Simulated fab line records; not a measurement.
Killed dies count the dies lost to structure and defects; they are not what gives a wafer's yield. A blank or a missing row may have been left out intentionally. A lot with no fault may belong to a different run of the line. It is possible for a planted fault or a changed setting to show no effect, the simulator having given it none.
A struck lot beside a sound one | flow nandHarc | 14 out of 1159 route steps
Sound: the wafers L714.1, L714.3, L714.4. Wafers struck: L722.4, L722.5, L722.6. Last of all comes the cause.
At each step with rows: each side's tool, then ch and its chambers, then its first start. Under that, the readings that differ: sound wafers | struck wafers | difference of the means | sigmas: that difference in standard deviations of wafers without a fault.
alike: readings with means less than 2 such deviations apart, plus words and numbers identical on both sides. not compared: withheld readings, readings lacking a value on some wafer, bounds such as >300 that could conceal the same value, and numbers that have no deviation in the record and whose values overlap.
Wherever a step has rows on one side only, a row that says differs or no value, or a row with sigmas, the two part there. Numbers that don't overlap but have no deviation are shown without sigmas and don't part them. A reading that every wafer of one side lacks parts them only if that side has two wafers or more.

NHARC_A_BONDPAD_THK_MEAS_20: measures by xrf.
  sound on filmMetro-01 at day 18 05:22; struck on filmMetro-01 at day 21 05:28
  alike: thkNm
then, 1 step without rows for these wafers: NHARC_A_BONDPAD_SRD_21 (time 30 s, dry time 20 s).
NHARC_A_BONDPAD_INSPECT_23:
  sound on defectInspect-02 at day 18 05:34; struck on defectInspect-02 at day 21 05:40
  alike: rawDefectCount
NHARC_HYBRID_BOND_ACTIVATE_00: chemistry N2, time 60 s.
  sound on rieDiel-04 ch 0,2,3, day 18 05:37; struck on rieDiel-04 ch 0,1, day 21 05:44
  alike: drypumpMotorCurrentA, oesProductAu, rfVppV, showerheadPlenumPTorr
  not compared: rfHoursCounterH
then, 4 steps without rows for these wafers: NHARC_HYBRID_BOND_PRECLEAN_01 (cleans in DIW, time 300 s); NHARC_HYBRID_BOND_SRD_02 (time 30 s, dry time 20 s); NHARC_HYBRID_BOND_BOND_03; NHARC_HYBRID_BOND_ANNEAL_04 (time 7200 s).
NHARC_HYBRID_BOND_OVL_MEAS_05:
  sound on overlay-02 at day 18 16:04; struck on overlay-02 at day 21 15:32
  alike: overlayXNm, overlayYNm
NHARC_HYBRID_BOND_INSPECT_06: inspects for defects (ir void).
  sound on defectInspect-01 at day 18 16:07; struck on defectInspect-02 at day 21 15:35
  alike: rawDefectCount
NHARC_THIN_TSV_GRIND_00:
  sound on grinder-01 ch 0, day 18 17:28; struck on grinder-01 ch 0, day 21 16:20
  alike: headPressurePsi, motorCurrentA
NHARC_THIN_TSV_CMP_01: polishes.
  sound on cmp-04 ch 0,1,3, day 18 18:44; struck on cmp-04 ch 0,3, day 21 16:58
  alike: motorCurrentA, slurryFilterDpKPa
NHARC_THIN_TSV_THK_MEAS_02: measures by ir.
  sound on filmMetro-01 at day 18 18:59; struck on filmMetro-02 at day 21 17:13
reading    | sound          | struck | difference | sigmas
thkNm (nm) | 3171 3320 3539 | 1 1 0  | -3343      | -15
next, for these wafers, 1 step has no rows: NHARC_THIN_TSV_SRD_03.

WHERE THEY PART
Only at NHARC_THIN_TSV_THK_MEAS_02, within this record.

WHY: what had been put in by the simulator
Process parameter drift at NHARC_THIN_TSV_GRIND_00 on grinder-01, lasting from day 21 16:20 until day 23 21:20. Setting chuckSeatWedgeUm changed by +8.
